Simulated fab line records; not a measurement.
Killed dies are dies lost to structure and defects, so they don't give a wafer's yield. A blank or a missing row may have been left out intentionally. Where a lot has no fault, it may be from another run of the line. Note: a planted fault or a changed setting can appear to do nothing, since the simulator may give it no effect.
Matching of chambers | flow n5Finfet | N5_SDB_ALD_29 on aldSin-04 has 4 sister chambers
The step deposits SiNx, target thk 30 nm, pulse time 1 s, ald cycles 600. 8 wafers are shown with their chamber, then 10 later ones without.

## WAFERS, EACH WITH ITS CHAMBER
wafer  | chamber | heaterPowerW (W) | precursorPulseHeightRel
L081.4 | 1       | 967              | 1.039
L082.3 | 2       | 900              | 0.987
L082.6 | 1       | 989              | 0.984
L083.1 | 3       | 892              | 0.993
L083.2 | 2       | 912              | 1.019
L083.4 | 0       | 762              | 0.998
L087.2 | 3       | 888              | 1.028
L087.3 | 0       | 755              | 1.020

## WAFERS WITH NO CHAMBER GIVEN
wafer  | heaterPowerW (W) | precursorPulseHeightRel
L087.6 | 923              | 1.044
L092.1 | 867              | 1.012
L092.4 | 881              | 1.040
L092.6 | 980              | 0.963
L093.3 | 993              | 1.011
L093.4 | 979              | 0.971
L093.6 | 884              | 0.994
L095.1 | 881              | 1.036
L095.2 | 953              | 1.015
L095.4 | 917              | 1.039

## EACH ONE'S CHAMBER
wafer  | from the rows above     | in truth
L087.6 | can't be placed: 2 or 3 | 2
L092.1 | can't be placed: 3 or 2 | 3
L092.4 | can't be placed: 3 or 2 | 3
L092.6 | 1                       | 1
L093.3 | 1                       | 1
L093.4 | 1                       | 1
L093.6 | can't be placed: 3 or 2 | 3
L095.1 | can't be placed: 3 or 2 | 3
L095.2 | 1                       | 1
L095.4 | can't be placed: 2 or 3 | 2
4 of 10 placed correctly. These rows do not allow placing 6 (true chamber among the candidates in 6). Placed wrongly: 0.
How it was worked out, from the rows above alone: a wafer's distance from a chamber is the root of the sum, over the readings, of the square of ((its reading less the chamber's mean) divided by the reading's scatter). If the next closest chamber is less than 2 further off than the closest, the wafer can't be placed; otherwise it belongs to the closest. The mean given for a chamber averages the wafers shown for that chamber. The scatter: take each reading less its chamber's mean, square it, sum over the shown wafers, divide by the number of wafers less the number of chambers, and take the root.
